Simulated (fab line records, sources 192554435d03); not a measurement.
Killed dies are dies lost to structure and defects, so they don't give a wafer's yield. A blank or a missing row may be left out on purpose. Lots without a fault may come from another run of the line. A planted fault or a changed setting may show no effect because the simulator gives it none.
Split-lot experiment | flow n5_finfet | 7 lots, 21 wafers read, on a route of 1938 steps

THE SPLIT
At N5_FIN_SAQP_ETCH_52 (etches SOC in N2/H2, target depth 100 nm, overetch 20 nm, time 150 s), the setting source_w was moved away from the recipe's 840 W on 8 of the 21 wafers read, by -13.9% to -5.3%. The other wafers ran this setting at the recipe's value.

The reading is taken at the split's own step.

THE READING
rf_vpp_V, in V, at N5_FIN_SAQP_ETCH_52 (etches SOC in N2/H2, target depth 100 nm, overetch 20 nm, time 150 s). Fault-free wafers of this fab line usually give 523.3 V, standard deviation 2.2 V.

wafer  | tool, chamber at the split | source_w as run, W | against the recipe | rf_vpp_V, V | against lot-mates on the recipe
L076.3 | rie_diel-02, 3             | 840                | recipe             | 528.3       | -
L076.4 | rie_diel-02, 2             | 840                | recipe             | 522.9       | -
L076.6 | rie_diel-02, 3             | 730.1              | -13.1%             | 553.0       | +27.4
L077.1 | rie_diel-04, 3             | 840                | recipe             | 524.2       | -
L077.2 | rie_diel-04, 2             | 795.3              | -5.3%              | 534.6       | +11.2
L077.5 | rie_diel-04, 1             | 840                | recipe             | 522.6       | -
L085.1 | rie_diel-04, 3             | 840                | recipe             | 526.3       | -
L085.4 | rie_diel-04, 1             | 723.5              | -13.9%             | 547.5       | +23.6
L085.5 | rie_diel-04, 0             | 840                | recipe             | 521.5       | -
L088.1 | rie_diel-01, 3             | 840                | recipe             | 522.2       | -
L088.4 | rie_diel-01, 3             | 750                | -10.7%             | 543.6       | +21.4
L088.5 | rie_diel-01, 2             | 750                | -10.7%             | 545.1       | +22.9
L092.1 | rie_diel-04, 3             | 760.9              | -9.4%              | 541.8       | +19.9
L092.2 | rie_diel-04, 2             | 760.9              | -9.4%              | 543.5       | +21.6
L092.3 | rie_diel-04, 1             | 840                | recipe             | 521.9       | -
L093.1 | rie_diel-02, 2             | 840                | recipe             | 521.7       | -
L093.3 | rie_diel-02, 3             | 781.9              | -6.9%              | 539.3       | +17.1
L093.6 | rie_diel-02, 2             | 840                | recipe             | 522.7       | -
L094.2 | rie_diel-01, 0             | 840                | recipe             | 523.3       | -
L094.5 | rie_diel-01, 3             | 840                | recipe             | 519.5       | -
L094.6 | rie_diel-01, 2             | 840                | recipe             | 524.2       | -

THE FIT
A straight line over all 21 wafers: rf_vpp_V changes by -2.02 V for each +1% of source_w; r = -0.98; the points scatter about the line by 2.2 V.
The same after taking each lot's own level away (the mean of its wafers on the recipe; 21 wafers): -2.02 V for each +1%; r = -0.98; scatter 2 V.
On that fit, the largest move of source_w shifts the reading by 28 V.
The lots' own levels span 521.90 to 525.60 V, that is 1.7 times the standard deviation above.
So the lot-to-lot level changes the slope little: the two slopes agree.
Check: with one of the wafers moved furthest among these (-13.9%) left out of the fit, the line predicts +29.7 V for it against its lot-mates. It came out at +23.6 V against them.
Tool readings at the split's step, against how far the setting was moved: rf_vpp_V r = -0.98.

OTHER SPLITS ON THESE WAFERS
These wafers also went through other splits before the reading. Each is held against what the fit with the lots' levels taken away leaves over:
other split on the same wafers            | wafers away from the commonest value | r with rf_vpp_V (lot level and that fit taken away)
N5_WELL_APT_COAT_02 spin_rpm              | 7                                    | -0.17
N5_PMOS_HMC_CHANNEL_EPI_EXPOSE_06 dose_mj | 6                                    | +0.15
N5_PMOS_HMC_CHANNEL_EPI_PEB_07 peb_time_s | 10                                   | +0.15

THE FILE'S OWN FIT
rf_vpp_V changes by -2.02 V for each +1% of source_w, r = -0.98.
